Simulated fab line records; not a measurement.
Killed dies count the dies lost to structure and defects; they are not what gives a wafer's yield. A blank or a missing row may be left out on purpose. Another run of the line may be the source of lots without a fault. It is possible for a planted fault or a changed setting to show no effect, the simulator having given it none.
fab line records + flow n5-finfet
record
- lots=7
- wafers=39
route steps=1938 shown FIN_SAQP@96 FIN_CUT@169 STI_FIN_REVEAL@200 DUMMY_GATE@243 MOL_CONTACT_COAG@588 PASSIVATION@1936
start-h: start of the lot's first displayed wafer, in hours after the record's first day + wait-h: time in hours since the lot's previous step + " identical to the entry in the row above + L1.1+2: one row covering several wafers at once + - no value, or no start given + * or withheld: withheld + < > ~ a bound
route shown NAME@n: names a module that has steps shown in the file, with the first one's number in the route + usual: mean/standard deviation of fault-free wafers + same: alike in all rows + chamber/n: place in a boat + sites: the reading at each site + _std_site: the values' standard deviation + _edge_site: mean of outer sites minus mean of inner sites + radius-mm: how far each site lies from the wafer's centre + mask NAME#n: copy n + behind: the tool/chamber that last shaped the wafer + hold: why the lot went on hold/how many hours it stayed there/how the hold came to an end + device: whichever transistor did not switch (one of n, p or np) + end of line: the tests these same wafers got at the end of their route + step lacking rows: just its recipe + killed: at the first sort, the dies lost to defects and structure; wafer yield is something else + map: shows each die of a wafer: x if killed, . if not, _ if none is there
set.NAME: the setting as run; set.NAME@STEP: as run at that earlier step + model.NAME: the simulator's own value behind a step, which no gauge read
lots with deliberately changed settings; one table per step, one row per wafer
## steps
# step N5_FIN_SAQP_HM_DEP_03
# recipe
- material=SiNx
- target-thk-a=380
- temp-c=400
- precursor=SiH4/NH3/N2
- pressure-torr=1.5
- rf-w=300
- time-s=33.6
# step N5_FIN_CUT_ETCH_21
# recipe
- chemistry=N2/H2
- target=SOC
- target-depth-a=2190
- overetch-a=438
- mask-material=SiARC
- temp-c=40
- ion-energy-ev=100
- bias-w=61
- time-s=523.5
- pressure-mtorr=30
- source-w=850
- n2-flow-sccm=200
- h2-flow-sccm=200
# step N5_FIN_CUT_CUT_ETCH_26
# recipe
- chemistry=CH3F/O2
- target=SiNx
- target-depth-a=390
- mask-material=SOC
- time-s=55.7
- pressure-mtorr=30
- source-w=395
- bias-w=73
- Ar_flow_sccm=150
- CH3F_flow_sccm=30
- O2_flow_sccm=20
- ion-energy-ev=120
# step N5_STI_FIN_REVEAL_OXIDATION_31
# recipe
- chemistry=O2_PLASMA_REMOTE
- temp-c=150
- time-s=20
- pressure-mtorr=1000
- source-power-w=2000
- o2-flow-sccm=3000
# step N5_DUMMY_GATE_ETCH_31
# recipe
- chemistry=C4F6/O2
- target=SiO2
- mask-material=SOC
- target-depth-a=825
- time-s=27.5
- ion-energy-ev=250
- pressure-mtorr=30
- source-w=345
- bias-w=185
- Ar_flow_sccm=300
- C4F6_flow_sccm=10
- O2_flow_sccm=10
# step N5_DUMMY_GATE_ETCH_44
# recipe
- chemistry=HBr/O2
- over-etch-frac=0.7
- target-depth-a=1275
- stop-on=SiO2
- ion-energy-ev=60
- bias-w=20
- target=poly-Si
- mask-material=SiO2
- pressure-mtorr=20
- icp-w=400
- HBr_flow_sccm=120
- O2_flow_sccm=10
# step N5_MOL_CONTACT_COAG_ETCH_47
# recipe
- chemistry=CH3F/O2
- target=SiNx
- target-depth-a=270
- mask-material=SiO2
- stop-on=W
- over-etch-frac=0.2
- ion-energy-ev=120
- endpoint=OES-CN
- pressure-mtorr=30
- source-w=395
- bias-w=73
- Ar_flow_sccm=150
- CH3F_flow_sccm=30
- O2_flow_sccm=20
- ends=end-point
# step N5_MOL_CONTACT_COAG_EXPOSE_37
# recipe
- mask-id=VD
- na=0.33
- source-shape=annular
- sigma-inner=0.3
- sigma-outer=0.7
- polarization=unpolarized
- defocus-nm=0
- dose-mj=62
# step N5_PASSIVATION_PROBE_49
# usual
- killed-at-contacts=13/6.7
| lot.wafer | tool      | chamber | start-h | wait-h | set.target-thk-a@FIN_SAQP_HM_DEP_03 | set.h2-flow-sccm@FIN_CUT_ETCH_21 | set.source-w@FIN_CUT_CUT_ETCH_26 | set.time-s@STI_FIN_REVEAL_OXIDATION_31 | set.target-depth-a@DUMMY_GATE_ETCH_31 | set.target-depth-a@DUMMY_GATE_ETCH_44 | set.source-w@MOL_CONTACT_COAG_ETCH_47 | set.dose-mj@MOL_CONTACT_COAG_EXPOSE_37 | killed-at-contacts |
|-----------|-----------|---------|---------|--------|-------------------------------------|----------------------------------|----------------------------------|----------------------------------------|---------------------------------------|---------------------------------------|---------------------------------------|----------------------------------------|--------------------|
| L083.1    | prober-02 | -       | 335.82  | 0.0    | 430.8                               | 205.8                            | 395                              | 20                                     | 825                                   | 1275                                  | 395                                   | 62                                     | 12                 |
| L083.2    | prober-02 | -       | 335.87  | 0.1    | 380                                 | 205.8                            | 467.7                            | 20                                     | 825                                   | 1275                                  | 395                                   | 58.92                                  | 70                 |
| L083.3    | prober-02 | -       | 335.92  | 0.1    | 380                                 | 205.8                            | 395                              | 20                                     | 825                                   | 1379                                  | 374.3                                 | 62                                     | 5                  |
| L083.4    | prober-02 | -       | 335.97  | 0.2    | 430.8                               | 200                              | 467.7                            | 20                                     | 825                                   | 1379                                  | 374.3                                 | 58.92                                  | 57                 |
| L083.5    | prober-02 | -       | 336.02  | 0.2    | 380                                 | 200                              | 395                              | 20                                     | 825                                   | 1275                                  | 374.3                                 | 58.92                                  | 48                 |
| L083.6    | prober-02 | -       | 336.07  | 0.3    | 430.8                               | 200                              | 467.7                            | 20                                     | 825                                   | 1379                                  | 395                                   | 62                                     | 18                 |
| L084.1    | prober-02 | -       | 343.00  | 0.0    | 380                                 | 200                              | 395                              | 20                                     | 793.4                                 | 1330                                  | 395                                   | 62                                     | 20                 |
| L084.2    | prober-02 | -       | 343.05  | 0.1    | 338.7                               | 192.7                            | 395                              | 20                                     | 793.4                                 | 1275                                  | 395                                   | 62                                     | 9                  |
| L084.3    | prober-02 | -       | 343.10  | 0.1    | 380                                 | 200                              | 395                              | 23.26                                  | 825                                   | 1275                                  | 395                                   | 62                                     | 4                  |
| L084.4    | prober-02 | -       | 343.15  | 0.2    | 380                                 | 192.7                            | 395                              | 20                                     | 825                                   | 1275                                  | 395                                   | 62                                     | 12                 |
| L084.5    | prober-02 | -       | 343.20  | 0.2    | 338.7                               | 192.7                            | 395                              | 23.26                                  | 825                                   | 1330                                  | 395                                   | 62                                     | 15                 |
| L084.6    | prober-02 | -       | 343.25  | 0.3    | 338.7                               | 200                              | 395                              | 23.26                                  | 793.4                                 | 1330                                  | 395                                   | 62                                     | 9                  |
| L086.1    | prober-01 | -       | 364.05  | 0.0    | 380                                 | 194.8                            | 370.9                            | 20                                     | 769.2                                 | 1275                                  | 422.4                                 | 63.69                                  | 14                 |
| L086.2    | prober-01 | -       | 364.10  | 0.1    | 380                                 | 200                              | 370.9                            | 25.9                                   | 769.2                                 | 1275                                  | 395                                   | 63.69                                  | 6                  |
| L086.3    | prober-01 | -       | 364.15  | 0.1    | 401.6                               | 194.8                            | 370.9                            | 25.9                                   | 825                                   | 1275                                  | 422.4                                 | 62                                     | 7                  |
| L086.4    | prober-01 | -       | 364.20  | 0.2    | 401.6                               | 194.8                            | 395                              | 20                                     | 769.2                                 | 1275                                  | 395                                   | 62                                     | 13                 |
| L086.5    | prober-01 | -       | 364.25  | 0.2    | 401.6                               | 200                              | 395                              | 20                                     | 825                                   | 1275                                  | 395                                   | 63.69                                  | 8                  |
| L086.6    | prober-01 | -       | 364.30  | 0.3    | 380                                 | 200                              | 395                              | 25.9                                   | 825                                   | 1275                                  | 422.4                                 | 62                                     | 13                 |
| L087.1    | prober-02 | -       | 368.33  | 0.0    | 347.6                               | 194.1                            | 443.9                            | 20                                     | 891.2                                 | 1364                                  | 395                                   | 58.92                                  | 78                 |
| L087.2    | prober-02 | -       | 368.38  | 0.1    | 380                                 | 194.1                            | 443.9                            | 17.74                                  | 825                                   | 1275                                  | 395                                   | 62                                     | 10                 |
| L087.3    | prober-02 | -       | 368.43  | 0.1    | 347.6                               | 194.1                            | 395                              | 20                                     | 825                                   | 1364                                  | 442.6                                 | 62                                     | 8                  |
| L087.4    | prober-02 | -       | 368.48  | 0.2    | 347.6                               | 200                              | 443.9                            | 17.74                                  | 891.2                                 | 1275                                  | 442.6                                 | 58.92                                  | 55                 |
| L087.5    | prober-02 | -       | 368.53  | 0.2    | 380                                 | 200                              | 395                              | 17.74                                  | 825                                   | 1364                                  | 442.6                                 | 58.92                                  | 75                 |
| L087.6    | prober-02 | -       | 368.58  | 0.3    | 380                                 | 200                              | 395                              | 20                                     | 891.2                                 | 1275                                  | 395                                   | 62                                     | 6                  |
| L091.1    | prober-02 | -       | 397.98  | 0.0    | 380                                 | 200                              | 395                              | 20                                     | 825                                   | 1275                                  | 395                                   | 62                                     | 11                 |
| L091.3    | prober-02 | -       | 398.08  | 0.1    | 380                                 | 200                              | 395                              | 20                                     | 825                                   | 1275                                  | 395                                   | 62                                     | 5                  |
| L091.5    | prober-02 | -       | 398.18  | 0.2    | 380                                 | 200                              | 395                              | 20                                     | 825                                   | 1275                                  | 395                                   | 62                                     | 13                 |
| L095.1    | prober-02 | -       | 415.81  | 0.0    | 400.3                               | 200                              | 395                              | 20                                     | 921.2                                 | 1329                                  | 370.9                                 | 63.3                                   | 13                 |
| L095.2    | prober-02 | -       | 415.86  | 0.1    | 380                                 | 200                              | 395                              | 20                                     | 825                                   | 1329                                  | 370.9                                 | 62                                     | 9                  |
| L095.3    | prober-02 | -       | 415.91  | 0.1    | 400.3                               | 200                              | 445.2                            | 20                                     | 825                                   | 1275                                  | 395                                   | 63.3                                   | 25                 |
| L095.4    | prober-02 | -       | 415.96  | 0.2    | 380                                 | 200                              | 395                              | 20                                     | 921.2                                 | 1275                                  | 395                                   | 63.3                                   | 20                 |
| L095.5    | prober-02 | -       | 416.01  | 0.2    | 400.3                               | 200                              | 445.2                            | 20                                     | 921.2                                 | 1329                                  | 395                                   | 62                                     | 11                 |
| L095.6    | prober-02 | -       | 416.06  | 0.3    | 380                                 | 200                              | 445.2                            | 20                                     | 825                                   | 1275                                  | 370.9                                 | 62                                     | 18                 |
| L096.1    | prober-02 | -       | 439.10  | 0.0    | 380                                 | 195.7                            | 395                              | 20                                     | 825                                   | 1275                                  | 395                                   | 63.49                                  | 21                 |
| L096.2    | prober-02 | -       | 439.15  | 0.1    | 380                                 | 195.7                            | 426.1                            | 17.92                                  | 871.5                                 | 1275                                  | 395                                   | 62                                     | 19                 |
| L096.3    | prober-02 | -       | 439.20  | 0.1    | 329.6                               | 200                              | 426.1                            | 20                                     | 825                                   | 1275                                  | 395                                   | 63.49                                  | 22                 |
| L096.4    | prober-02 | -       | 439.25  | 0.2    | 329.6                               | 195.7                            | 395                              | 17.92                                  | 825                                   | 1275                                  | 395                                   | 62                                     | 25                 |
| L096.5    | prober-02 | -       | 439.30  | 0.2    | 329.6                               | 200                              | 426.1                            | 17.92                                  | 871.5                                 | 1275                                  | 395                                   | 63.49                                  | 16                 |
| L096.6    | prober-02 | -       | 439.35  | 0.3    | 380                                 | 200                              | 395                              | 20                                     | 871.5                                 | 1275                                  | 395                                   | 62                                     | 18                 |
# killed by level:class
L083.1 STI_FIN_REVEAL:geometric-particle:open=9 BEOL_M1:geometric-particle:open=9 MOL_CONTACT_COAG:geometric-particle:open=8 BEOL_M0_SAQP:geometric-particle:open=6 DUMMY_GATE:geometric-particle:open=5 BEOL_M0_SAQP:geometric-particle:short=5 FIN_SAQP:geometric-particle:short=4 MOL_CONTACT_COAG:geometric-particle:short=4
L083.2 MOL_CONTACT_COAG:area-expose=58 MOL_CONTACT_COAG:geometric-particle:open=11 FIN_SAQP:geometric-particle:open=8 BEOL_M0_SAQP:geometric-particle:open=7 STI_FIN_REVEAL:geometric-particle:open=6 BEOL_M4:geometric-particle:open=5 FIN_SAQP:geometric-particle:short=4 GATE_CUT:geometric-particle:short=4
L083.3 STI_FIN_REVEAL:geometric-particle:open=17 BEOL_M0_SAQP:geometric-particle:short=14 HKMG_FIN:area-etch=10 FIN_SAQP:geometric-particle:short=8 GATE_CUT:geometric-particle:short=6 FIN_SAQP:geometric-particle:open=4 GATE_CUT:geometric-particle:open=4 BEOL_M1:geometric-particle:open=4
L083.4 MOL_CONTACT_COAG:area-expose=49 STI_FIN_REVEAL:geometric-particle:open=13 BEOL_M1:geometric-particle:open=10 FIN_SAQP:geometric-particle:open=9 FIN_SAQP:geometric-particle:short=7 MOL_CONTACT_COAG:geometric-particle:open=7 BEOL_M0_SAQP:geometric-particle:short=7 GATE_CUT:geometric-particle:short=6
L083.5 MOL_CONTACT_COAG:area-expose=40 STI_FIN_REVEAL:geometric-particle:open=15 FIN_SAQP:geometric-particle:open=9 FIN_SAQP:geometric-particle:short=8 BEOL_M5:geometric-particle:open=8 MOL_CONTACT_COAG:geometric-particle:open=7 BEOL_M1:geometric-particle:open=6 BEOL_M2:geometric-particle:open=5
L083.6 MOL_CONTACT_COAG:geometric-particle:open=14 STI_FIN_REVEAL:geometric-particle:open=11 BEOL_M0_SAQP:geometric-particle:open=9 BEOL_M1:geometric-particle:open=9 FIN_SAQP:geometric-particle:open=6 FIN_SAQP:geometric-particle:short=5 BEOL_M0_SAQP:geometric-particle:short=5 MOL_CONTACT_COAG:geometric-particle:short=4
L084.1 MOL_CONTACT_COAG:geometric-particle:open=17 BEOL_M2:geometric-particle:open=15 FIN_SAQP:geometric-particle:open=8 BEOL_M0_SAQP:geometric-particle:short=8 STI_FIN_REVEAL:geometric-particle:open=7 FIN_SAQP:geometric-particle:short=6 DUMMY_GATE:geometric-particle:open=4 BEOL_M5:geometric-particle:open=4
L084.2 BEOL_M4:geometric-particle:open=14 BEOL_M0_SAQP:geometric-particle:open=11 BEOL_M0_SAQP:geometric-particle:short=10 BEOL_M2:geometric-particle:open=8 MOL_CONTACT_COAG:geometric-particle:open=7 GATE_CUT:geometric-particle:short=6 FIN_SAQP:geometric-particle:open=5 FIN_SAQP:geometric-particle:short=5
L084.3 BEOL_M2:geometric-particle:open=11 BEOL_M0_SAQP:geometric-particle:short=10 BEOL_M0_SAQP:geometric-particle:open=7 FIN_SAQP:geometric-particle:short=6 STI_FIN_REVEAL:geometric-particle:open=5 FIN_SAQP:geometric-particle:open=4 STARTING-WAFER:geometric-particle:open=4 GATE_CUT:geometric-particle:short=3
L084.4 BEOL_M0_SAQP:geometric-particle:short=14 MOL_CONTACT_COAG:geometric-particle:open=10 BEOL_M0_SAQP:geometric-particle:open=10 BEOL_M2:geometric-particle:open=10 FIN_SAQP:geometric-particle:open=9 STARTING-WAFER:geometric-particle:open=6 GATE_CUT:geometric-particle:open=5 FIN_SAQP:geometric-particle:short=4
L084.5 BEOL_M0_SAQP:geometric-particle:open=21 MOL_CONTACT_COAG:geometric-particle:open=14 BEOL_M0_SAQP:geometric-particle:short=10 BEOL_M2:geometric-particle:open=9 FIN_SAQP:geometric-particle:open=8 BEOL_M1:geometric-particle:open=8 BEOL_M2:geometric-particle:short=5 BEOL_M8:geometric-particle:open=4
L084.6 BEOL_M2:geometric-particle:open=13 BEOL_M0_SAQP:geometric-particle:short=12 FIN_SAQP:geometric-particle:open=8 BEOL_M0_SAQP:geometric-particle:open=8 FIN_SAQP:geometric-particle:short=6 MOL_CONTACT_COAG:geometric-particle:open=6 BEOL_M1:geometric-particle:open=6 STI_FIN_REVEAL:geometric-particle:open=5
L086.1 MOL_CONTACT_COAG:geometric-particle:open=14 BEOL_M1:geometric-particle:open=9 STI_FIN_REVEAL:geometric-particle:open=8 FIN_SAQP:geometric-particle:open=7 BEOL_M0_SAQP:geometric-particle:open=7 BEOL_M3:geometric-particle:open=7 FIN_SAQP:geometric-particle:short=6 GATE_CUT:geometric-particle:short=6
L086.2 BEOL_M4:geometric-particle:open=14 BEOL_M0_SAQP:geometric-particle:short=9 BEOL_M0_SAQP:geometric-particle:open=7 MOL_CONTACT_COAG:geometric-particle:open=6 STI_FIN_REVEAL:geometric-particle:open=6 STARTING-WAFER:geometric-particle:short=5 BEOL_M1:geometric-particle:open=5 STI_FIN_REVEAL:geometric-particle:short=4
L086.3 BEOL_M0_SAQP:geometric-particle:open=13 BEOL_M0_SAQP:geometric-particle:short=12 FIN_SAQP:geometric-particle:open=11 DUMMY_GATE:geometric-particle:open=8 MOL_CONTACT_COAG:geometric-particle:open=7 BEOL_M1:geometric-particle:open=7 FIN_SAQP:geometric-particle:short=6 GATE_CUT:geometric-particle:open=5
L086.4 BEOL_M0_SAQP:geometric-particle:open=20 BEOL_M0_SAQP:geometric-particle:short=13 MOL_CONTACT_COAG:geometric-particle:open=11 BEOL_M1:geometric-particle:open=7 BEOL_M2:geometric-particle:open=6 FIN_SAQP:geometric-particle:short=5 STI_FIN_REVEAL:geometric-particle:open=5 FIN_SAQP:geometric-particle:open=4
L086.5 FIN_SAQP:geometric-particle:open=10 BEOL_M0_SAQP:geometric-particle:short=9 BEOL_M4:geometric-particle:open=8 DUMMY_GATE:geometric-particle:open=7 STI_FIN_REVEAL:geometric-particle:open=6 BEOL_M0_SAQP:geometric-particle:open=6 BEOL_M1:geometric-particle:open=5 STARTING-WAFER:geometric-particle:open=5
L086.6 MOL_CONTACT_COAG:geometric-particle:open=11 BEOL_M0_SAQP:geometric-particle:short=10 FIN_SAQP:geometric-particle:open=8 FIN_SAQP:geometric-particle:short=7 STI_FIN_REVEAL:geometric-particle:open=7 BEOL_M0_SAQP:geometric-particle:open=7 BEOL_M1:geometric-particle:open=5 GATE_CUT:geometric-particle:open=4
L087.1 MOL_CONTACT_COAG:area-expose=69 MOL_CONTACT_COAG:geometric-particle:open=7 BEOL_M1:geometric-particle:open=6 FIN_SAQP:geometric-particle:open=4 GATE_CUT:geometric-particle:short=4 BEOL_M3:geometric-particle:open=4 FIN_SAQP:geometric-particle:short=3 BEOL_M0:geometric-particle:open=3
L087.2 MOL_CONTACT_COAG:geometric-particle:open=9 FIN_SAQP:geometric-particle:short=7 BEOL_M3:geometric-particle:open=7 STI_FIN_REVEAL:geometric-particle:open=6 FIN_SAQP:geometric-particle:open=5 BEOL_M2:geometric-particle:open=5 DUMMY_GATE:geometric-particle:open=4 BEOL_M0_SAQP:geometric-particle:open=4
L087.3 BEOL_M3:geometric-particle:open=10 FIN_SAQP:geometric-particle:short=8 STI_FIN_REVEAL:geometric-particle:open=8 DUMMY_GATE:geometric-particle:open=7 BEOL_M1:geometric-particle:open=7 MOL_CONTACT_COAG:geometric-particle:open=6 DUMMY_GATE:geometric-particle:short=5 BEOL_M2:geometric-particle:open=5
L087.4 MOL_CONTACT_COAG:area-expose=51 STI_FIN_REVEAL:geometric-particle:open=8 BEOL_M1:geometric-particle:open=8 FIN_SAQP:geometric-particle:short=6 DUMMY_GATE:geometric-particle:open=6 BEOL_M2:geometric-particle:open=6 BEOL_M3:geometric-particle:open=5 BEOL_M0_SAQP:geometric-particle:open=4
L087.5 MOL_CONTACT_COAG:area-expose=60 MOL_CONTACT_COAG:geometric-particle:open=13 FIN_SAQP:geometric-particle:short=6 BEOL_M3:geometric-particle:open=5 FIN_CUT:geometric-particle:short=4 FIN_SAQP:geometric-particle:open=3 STI_FIN_REVEAL:geometric-particle:open=3 BEOL_M0_SAQP:geometric-particle:open=3
L087.6 BEOL_M2:geometric-particle:open=14 BEOL_M3:geometric-particle:open=10 GATE_CUT:geometric-particle:open=7 BEOL_M0_SAQP:geometric-particle:short=6 BEOL_M0_SAQP:geometric-particle:open=6 BEOL_M2:geometric-particle:short=6 DUMMY_GATE:geometric-particle:open=5 MOL_CONTACT_COAG:geometric-particle:open=5
L091.1 FIN_SAQP:geometric-particle:open=24 MOL_CONTACT_COAG:geometric-particle:open=9 FIN_SAQP:geometric-particle:short=7 BEOL_M0:geometric-particle:open=6 BEOL_M1:geometric-particle:open=6 DUMMY_GATE:geometric-particle:open=5 BEOL_M0_SAQP:geometric-particle:short=5 STI_FIN_REVEAL:geometric-particle:open=4
L091.3 BEOL_M3:geometric-particle:open=13 FIN_SAQP:geometric-particle:open=10 GATE_CUT:geometric-particle:short=9 BEOL_M1:geometric-particle:open=8 DUMMY_GATE:geometric-particle:open=7 MOL_CONTACT_COAG:geometric-particle:open=5 BEOL_M2:geometric-particle:open=5 BEOL_M0:geometric-particle:open=5
L091.5 MOL_CONTACT_COAG:geometric-particle:open=10 BEOL_M2:geometric-particle:open=8 FIN_SAQP:geometric-particle:open=5 FIN_SAQP:geometric-particle:short=5 BEOL_M0_SAQP:geometric-particle:open=5 BEOL_M1:geometric-particle:open=5 DUMMY_GATE:geometric-particle:open=4 GATE_CUT:geometric-particle:short=4
L095.1 STI_FIN_REVEAL:geometric-particle:open=31 MOL_CONTACT_COAG:geometric-particle:open=12 DUMMY_GATE:geometric-particle:open=9 FIN_SAQP:geometric-particle:open=7 BEOL_M1:geometric-particle:short=6 STI_FIN_REVEAL:geometric-particle:short=5 FIN_SAQP:geometric-particle:short=4 BEOL_M1:geometric-particle:open=4
L095.2 FIN_SAQP:geometric-particle:open=8 MOL_CONTACT_COAG:geometric-particle:open=7 BEOL_M1:geometric-particle:open=6 STI_FIN_REVEAL:geometric-particle:open=5 GATE_CUT:geometric-particle:short=5 FIN_SAQP:geometric-particle:short=4 BEOL_M3:geometric-particle:open=4 BEOL_M4:geometric-particle:open=4
L095.3 MOL_CONTACT_COAG:geometric-particle:open=20 STI_FIN_REVEAL:geometric-particle:open=12 HKMG_FIN:area-etch=9 BEOL_M2:geometric-particle:open=8 FIN_SAQP:geometric-particle:short=6 BEOL_M1:geometric-particle:short=6 GATE_CUT:geometric-particle:short=5 MOL_CONTACT_COAG:geometric-particle:short=5
L095.4 STI_FIN_REVEAL:geometric-particle:open=20 MOL_CONTACT_COAG:geometric-particle:open=15 FIN_SAQP:geometric-particle:short=11 BEOL_M2:geometric-particle:open=8 FIN_SAQP:geometric-particle:open=5 MOL_CONTACT_COAG:geometric-particle:short=5 BEOL_M0_SAQP:geometric-particle:short=5 BEOL_M1:geometric-particle:open=5
L095.5 STI_FIN_REVEAL:geometric-particle:open=20 BEOL_M1:geometric-particle:open=9 MOL_CONTACT_COAG:geometric-particle:open=8 FIN_SAQP:geometric-particle:short=7 BEOL_M3:geometric-particle:open=6 BEOL_M1:geometric-particle:short=5 FIN_SAQP:geometric-particle:open=4 BEOL_M2:geometric-particle:open=4
L095.6 MOL_CONTACT_COAG:geometric-particle:open=13 BEOL_M4:geometric-particle:open=10 BEOL_M0_SAQP:geometric-particle:short=8 FIN_SAQP:geometric-particle:open=6 BEOL_M1:geometric-particle:open=6 BEOL_M3:geometric-particle:open=5 BEOL_M0_SAQP:geometric-particle:open=5 MOL_CONTACT_COAG:geometric-particle:short=4
L096.1 MOL_CONTACT_COAG:geometric-particle:open=19 FIN_SAQP:geometric-particle:open=16 BEOL_M1:geometric-particle:open=9 FIN_SAQP:geometric-particle:short=7 STI_FIN_REVEAL:geometric-particle:open=6 GATE_CUT:geometric-particle:short=6 BEOL_M0_SAQP:geometric-particle:open=6 BEOL_M2:geometric-particle:open=5
L096.2 FIN_SAQP:geometric-particle:open=19 BEOL_M1:geometric-particle:open=19 MOL_CONTACT_COAG:geometric-particle:open=16 FIN_SAQP:geometric-particle:short=8 BEOL_M0_SAQP:geometric-particle:open=8 BEOL_M1:geometric-particle:short=8 DUMMY_GATE:geometric-particle:open=6 STI_FIN_REVEAL:geometric-particle:open=5
L096.3 MOL_CONTACT_COAG:geometric-particle:open=16 BEOL_M2:geometric-particle:open=9 STI_FIN_REVEAL:geometric-particle:open=7 GATE_CUT:geometric-particle:short=6 MOL_CONTACT_COAG:geometric-particle:short=6 BEOL_M1:geometric-particle:open=6 BEOL_M3:geometric-particle:open=6 BEOL_M4:geometric-particle:open=6
L096.4 MOL_CONTACT_COAG:geometric-particle:open=19 STI_FIN_REVEAL:geometric-particle:open=9 BEOL_M0_SAQP:geometric-particle:open=7 BEOL_M0_SAQP:geometric-particle:short=7 MOL_CONTACT_COAG:geometric-particle:short=6 BEOL_M2:geometric-particle:open=6 BEOL_M5:geometric-particle:open=6 FIN_SAQP:geometric-particle:open=4
L096.5 MOL_CONTACT_COAG:geometric-particle:open=12 FIN_SAQP:geometric-particle:open=10 BEOL_M0_SAQP:geometric-particle:open=7 FIN_SAQP:geometric-particle:short=6 BEOL_M2:geometric-particle:open=6 BEOL_M0_SAQP:geometric-particle:short=6 BEOL_M1:geometric-particle:open=5 BEOL_M4:geometric-particle:open=5
L096.6 MOL_CONTACT_COAG:geometric-particle:open=17 STI_FIN_REVEAL:geometric-particle:open=8 BEOL_M1:geometric-particle:open=7 FIN_SAQP:geometric-particle:short=6 FIN_SAQP:geometric-particle:open=6 BEOL_M0_SAQP:geometric-particle:short=5 BEOL_M0_SAQP:geometric-particle:open=5 GATE_CUT:geometric-particle:open=4
## key
split
- step=N5_FIN_SAQP_HM_DEP_03
- setting=target-thk-a
- stated-as=380
response none clear
split
- step=N5_FIN_CUT_ETCH_21
- setting=h2-flow-sccm
- stated-as=200
response none clear
split
- step=N5_FIN_CUT_CUT_ETCH_26
- setting=source-w
- stated-as=395
response none clear
split
- step=N5_STI_FIN_REVEAL_OXIDATION_31
- setting=time-s
- stated-as=20
response none clear
split
- step=N5_DUMMY_GATE_ETCH_31
- setting=target-depth-a
- stated-as=825
response none clear
split
- step=N5_DUMMY_GATE_ETCH_44
- setting=target-depth-a
- stated-as=1275
response none clear
split
- step=N5_MOL_CONTACT_COAG_ETCH_47
- setting=source-w
- stated-as=395
response none clear
split
- step=N5_MOL_CONTACT_COAG_EXPOSE_37
- setting=dose-mj
- stated-as=62
response
- step=N5_PASSIVATION_PROBE_49
- reading=killed-at-contacts
- slope=-7.44
- per=1%
- together-with=all
- explained=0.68
